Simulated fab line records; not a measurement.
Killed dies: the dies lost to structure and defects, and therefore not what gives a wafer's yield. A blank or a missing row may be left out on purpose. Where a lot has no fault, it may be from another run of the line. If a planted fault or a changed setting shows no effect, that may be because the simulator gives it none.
Which tool did it?	flow nand-harc	24 lots, 72 wafers sampled, at 5 steps of a route of 1159

== WHAT THE GAUGES READ, wafer by wafer ==
NHARC_P_CONTACT_OVL_MEAS_13.
lot	measured	on	overlay-x-nm (nm)	overlay-y-nm (nm)
L074	day 5 13:52	overlay-02	-0.1 -0.5 -0.4	0.6 0.5 0.3
L075	day 5 19:28	overlay-01	-0.3 0.3 0.0	-1.3 -1.0 -0.8
L076	day 5 20:29	overlay-01	0.5 0.6 0.7	0.5 0.1 -0.2
L077	day 6 07:32	overlay-02	0.0 -0.6 -0.8	0.0 -0.2 -0.6
L078	day 6 18:00	overlay-02	0.1 0.0 0.1	0.3 0.0 -0.6
L079	day 6 18:29	overlay-01	0.4 -0.4 0.3	0.7 0.4 0.7
L080	day 7 04:59	overlay-01	-1.4 -1.9 -1.5	-1.2 -1.0 -0.6
L081	day 7 11:43	overlay-01	0.4 0.7 0.2	-1.3 -0.8 -0.8
L082	day 7 12:38	overlay-02	-0.7 -1.6 -1.2	1.5 1.0 1.0
L083	day 8 02:04	overlay-01	-0.6 -0.8 -0.7	1.0 1.0 0.6
L084	day 8 02:35	overlay-02	-0.4 0.0 -0.4	-0.7 0.1 -0.7
L085	day 8 16:26	overlay-02	-0.6 -1.7 -0.4	0.5 0.0 0.4
L087	day 8 17:14	overlay-02	-0.3 -0.6 0.3	0.1 0.1 0.7
L086	day 8 17:54	overlay-01	0.0 -0.9 -0.2	1.1 0.4 0.2
L088	day 9 01:08	overlay-01	-1.6 -1.6 -0.9	-0.9 -1.5 -0.9
L089	day 9 10:39	overlay-01	0.6 0.2 0.6	1.0 0.5 0.8
L090	day 9 18:07	overlay-02	-1.3 -0.9 -0.6	-0.4 -0.4 -0.5
L091	day 9 18:22	overlay-02	-1.8 -1.4 -1.4	0.5 0.0 -0.5
L092	day 10 04:37	overlay-01	0.9 0.7 1.0	1.2 1.0 1.5
L093	day 10 08:25	overlay-02	0.4 0.6 0.9	-0.7 -1.3 -0.5
L094	day 10 08:49	overlay-01	-0.6 -0.6 -1.1	0.3 0.9 0.5
L096	day 10 20:28	overlay-02	0.2 0.2 0.6	0.0 -0.3 -0.3
L095	day 10 21:15	overlay-02	0.3 0.6 0.8	-0.6 -1.6 -0.9
L097	day 11 02:47	overlay-01	0.8 0.6 0.5	-1.3 -1.4 -1.9

NHARC_A_ONON_D1_THK_MEAS_18: measures by ellipsometry.
lot	measured	on	thk-nm (nm)
L074	day 8 00:05	film-metro-01	1001 1003 1001
L075	day 8 05:10	film-metro-02	1004 1003 1001
L076	day 8 09:08	film-metro-01	998 997 998
L077	day 8 13:13	film-metro-02	984 984 984
L078	day 8 23:44	film-metro-02	1011 1009 1011
L079	day 9 11:27	film-metro-02	1023 1022 1021
L080	day 9 11:27	film-metro-01	1005 1006 1006
L081	day 9 20:20	film-metro-01	997 997 996
L082	day 9 20:18	film-metro-02	987 988 987
L083	day 10 07:32	film-metro-01	994 992 989
L084	day 10 07:32	film-metro-02	1007 1008 1006
L085	day 11 01:55	film-metro-01	993 991 993
L087	day 11 01:55	film-metro-02	1015 1016 1015
L086	day 11 02:16	film-metro-01	988 989 987
L088	day 11 13:02	film-metro-02	1001 1003 1000
L089	day 11 22:11	film-metro-01	1004 1004 1004
L090	day 11 22:11	film-metro-02	1005 1005 1004
L091	day 11 22:12	film-metro-02	1002 1002 1003
L092	day 12 10:35	film-metro-02	1009 1007 1009
L093	day 12 20:39	film-metro-01	1002 1002 1002
L094	day 12 20:52	film-metro-01	1000 1000 1001
L096	day 13 07:01	film-metro-02	1018 1019 1018
L095	day 13 07:22	film-metro-02	1002 1002 1001
L097	day 13 07:01	film-metro-01	993 991 991

== WHICH TOOL RAN EACH LOT (tool, then ch and the chambers of the sampled wafers, then the start) ==
lot	NHARC_P_GATE_STRIP_95	NHARC_P_CONTACT_DESCUM_17	NHARC_P_M1_ANNEAL_31
L074	plasma-asher-02 ch 0,1, day 5 09:56	rie-diel-03 ch 1,2, day 5 13:58	rtp-anneal-02 ch 0, day 6 01:38
L075	plasma-asher-02 ch 0,1, day 5 15:41	rie-diel-07 ch 0,1,3, day 5 19:34	rtp-anneal-02 ch 0, day 6 10:09
L076	plasma-asher-02 ch 0,1, day 5 16:41	rie-diel-07 ch 1,2,3, day 5 20:35	rtp-anneal-02 ch 0, day 6 11:23
L077	plasma-asher-02 ch 0, day 6 03:58	rie-diel-03 ch 1,2, day 6 07:38	rtp-anneal-01 ch 0, day 6 18:22
L078	plasma-asher-02 ch 0,1, day 6 14:27	rie-diel-07 ch 1,2, day 6 18:05	rtp-anneal-01 ch 0, day 7 04:20
L079	plasma-asher-01 ch 0,1, day 6 14:41	rie-diel-13 ch 0,2,3, day 6 18:35	rtp-anneal-02 ch 0, day 7 12:17
L080	plasma-asher-01 ch 0,1, day 7 01:28	rie-diel-07 ch 0,1,2, day 7 05:05	rtp-anneal-02 ch 0, day 7 15:17
L081	plasma-asher-02 ch 0,1, day 7 08:03	rie-diel-07 ch 0,2, day 7 11:49	rtp-anneal-01 ch 0, day 8 00:33
L082	plasma-asher-01 ch 0,1, day 7 09:04	rie-diel-03 ch 1,2, day 7 12:44	rtp-anneal-02 ch 0, day 8 00:47
L083	plasma-asher-02 ch 0,1, day 7 22:08	rie-diel-07 ch 0,2,3, day 8 02:10	rtp-anneal-02 ch 0, day 8 12:33
L084	plasma-asher-02 ch 0,1, day 7 22:56	rie-diel-03 ch 1,2,3, day 8 02:41	rtp-anneal-02 ch 0, day 8 13:05
L085	plasma-asher-02 ch 0,1, day 8 13:02	rie-diel-03 ch 1,2,3, day 8 16:33	rtp-anneal-01 ch 0, day 9 02:31
L087	plasma-asher-01 ch 1, day 8 13:43	rie-diel-03 ch 0,1,3, day 8 17:20	rtp-anneal-01 ch 0, day 9 03:37
L086	plasma-asher-02 ch 0,1, day 8 14:23	rie-diel-03 ch 0,2,3, day 8 18:00	rtp-anneal-01 ch 0, day 9 04:06
L088	plasma-asher-01 ch 0,1, day 8 21:37	rie-diel-07 ch 1,2,3, day 9 01:14	rtp-anneal-02 ch 0, day 9 12:55
L089	plasma-asher-01 ch 0,1, day 9 06:46	rie-diel-13 ch 0,3, day 9 10:46	rtp-anneal-02 ch 0, day 10 03:04
L090	plasma-asher-01 ch 0,1, day 9 14:36	rie-diel-03 ch 0,2, day 9 18:12	rtp-anneal-01 ch 0, day 10 05:23
L091	plasma-asher-02 ch 0, day 9 14:47	rie-diel-07 ch 1,2,3, day 9 18:28	rtp-anneal-01 ch 0, day 10 05:50
L092	plasma-asher-02 ch 0,1, day 10 00:22	rie-diel-13 ch 1,2, day 10 04:43	rtp-anneal-02 ch 0, day 10 15:38
L093	plasma-asher-01 ch 0,1, day 10 04:47	rie-diel-07 ch 1,2,3, day 10 08:31	rtp-anneal-01 ch 0, day 10 23:22
L094	plasma-asher-02 ch 0,1, day 10 05:07	rie-diel-07 ch 1,2, day 10 08:55	rtp-anneal-01 ch 0, day 10 23:49
L096	plasma-asher-02 ch 0,1, day 10 16:59	rie-diel-13 ch 1,2, day 10 20:34	rtp-anneal-01 ch 0, day 11 09:31
L095	plasma-asher-01 ch 0,1, day 10 17:31	rie-diel-07 ch 0,1, day 10 21:22	rtp-anneal-01 ch 0, day 11 09:48
L097	plasma-asher-01 ch 0,1, day 10 23:13	rie-diel-03 ch 0,2,3, day 11 02:53	rtp-anneal-02 ch 0, day 11 13:02
- NHARC_P_GATE_STRIP_95: strips in O2.
- NHARC_P_CONTACT_DESCUM_17: chemistry O2, time 3 s.
- NHARC_P_M1_ANNEAL_31: time 90 s.

== WHAT THE TOOLS THEMSELVES READ (means of the sampled wafers that have a number; where no wafer has one, the mark that the record gives instead) ==
NHARC_P_GATE_STRIP_95.
lot	tool	drypump-motor-current-A (A)	heater-power-w (W)
L074	plasma-asher-02	5.9	334
L075	plasma-asher-02	5.7	337
L076	plasma-asher-02	5.9	342
L077	plasma-asher-02	5.5	329
L078	plasma-asher-02	5.9	340
L079	plasma-asher-01	5.4	360
L080	plasma-asher-01	5.5	362
L081	plasma-asher-02	5.9	339
L082	plasma-asher-01	5.4	356
L083	plasma-asher-02	5.7	333
L084	plasma-asher-02	5.7	330
L085	plasma-asher-02	5.7	332
L087	plasma-asher-01	5.7	376
L086	plasma-asher-02	5.9	340
L088	plasma-asher-01	5.5	366
L089	plasma-asher-01	5.4	359
L090	plasma-asher-01	5.4	353
L091	plasma-asher-02	5.4	344
L092	plasma-asher-02	5.7	354
L093	plasma-asher-01	5.5	363
L094	plasma-asher-02	5.9	355
L096	plasma-asher-02	5.7	349
L095	plasma-asher-01	5.4	357
L097	plasma-asher-01	5.5	363

NHARC_P_CONTACT_DESCUM_17.
lot	tool	drypump-motor-current-A (A)	o2-flow-sccm (sccm)	oes-product-au (a.u.)	rf-vpp-V (V)	showerhead-plenum-p-Torr (Torr)	throttle-valve-pct (%)
L074	rie-diel-03	5.3	199.6	0.994	57.6	1.93	11.313
L075	rie-diel-07	6.0	200.1	0.996	57.3	1.87	11.301
L076	rie-diel-07	5.9	199.9	0.998	56.9	1.90	11.312
L077	rie-diel-03	5.3	199.6	0.990	58.2	1.93	11.312
L078	rie-diel-07	6.0	199.3	0.989	57.4	1.82	11.312
L079	rie-diel-13	5.7	200.1	0.996	58.3	1.97	11.315
L080	rie-diel-07	6.0	200.5	0.997	57.3	1.83	11.310
L081	rie-diel-07	6.1	199.3	1.000	57.7	1.84	11.316
L082	rie-diel-03	5.1	200.3	0.994	58.4	1.96	11.316
L083	rie-diel-07	5.8	200.0	0.999	57.8	1.91	11.306
L084	rie-diel-03	5.0	200.2	0.990	58.1	1.98	11.318
L085	rie-diel-03	5.1	199.8	0.984	58.8	1.98	11.313
L087	rie-diel-03	5.3	199.6	0.990	58.1	1.95	11.311
L086	rie-diel-03	5.1	199.8	0.994	57.7	1.98	11.313
L088	rie-diel-07	5.9	199.9	0.992	58.7	1.90	11.313
L089	rie-diel-13	5.9	199.8	1.005	57.5	1.93	11.321
L090	rie-diel-03	5.4	200.5	1.010	57.4	1.93	11.311
L091	rie-diel-07	5.9	200.3	1.001	57.7	1.90	11.310
L092	rie-diel-13	5.4	199.1	1.014	57.5	1.95	11.319
L093	rie-diel-07	5.8	199.8	1.006	57.6	1.90	11.302
L094	rie-diel-07	5.9	199.4	1.003	57.4	1.86	11.309
L096	rie-diel-13	5.3	199.7	1.009	58.4	1.94	11.305
L095	rie-diel-07	6.2	200.1	0.987	56.5	1.79	11.306
L097	rie-diel-03	5.1	200.2	1.000	56.4	1.98	11.305

NHARC_P_M1_ANNEAL_31.
lot	tool	wafer_temp_C_max
L074	rtp-anneal-02	225.98
L075	rtp-anneal-02	226.02
L076	rtp-anneal-02	225.97
L077	rtp-anneal-01	225.77
L078	rtp-anneal-01	225.89
L079	rtp-anneal-02	226.19
L080	rtp-anneal-02	226.18
L081	rtp-anneal-01	225.82
L082	rtp-anneal-02	226.13
L083	rtp-anneal-02	225.79
L084	rtp-anneal-02	225.92
L085	rtp-anneal-01	225.90
L087	rtp-anneal-01	225.83
L086	rtp-anneal-01	225.80
L088	rtp-anneal-02	225.82
L089	rtp-anneal-02	225.63
L090	rtp-anneal-01	226.07
L091	rtp-anneal-01	225.88
L092	rtp-anneal-02	225.87
L093	rtp-anneal-01	225.89
L094	rtp-anneal-01	225.87
L096	rtp-anneal-01	225.88
L095	rtp-anneal-01	225.88
L097	rtp-anneal-02	225.67

== THE ANSWER, worked out from the rows above alone ==
Rule: the lots themselves supply what counts as usual. The widest of any qualifying gaps counts: lots, ordered by their means at a reading, are off when they make up no more than a third of the lots, leave a main group of 4 or more, and stand apart from it by 3 or more times the standard deviation of that group's means. A main group whose means are all the same, to the digits that the tables above print for the reading, isn't used. A lot without any number at a reading at which 4 lots or more have one is off too. The other lots that the step has rows for count as sound. Order of review: gauges by route order, followed by the tools' own readings, for which a lot's mean as printed above is used. At the first step where some lot is off, the reading lying furthest off is the one used; lots without a number count as furthest.
No lot is off at any reading shown: from this, nothing can be told.

== WHAT THE SIMULATOR HAD INSERTED ==
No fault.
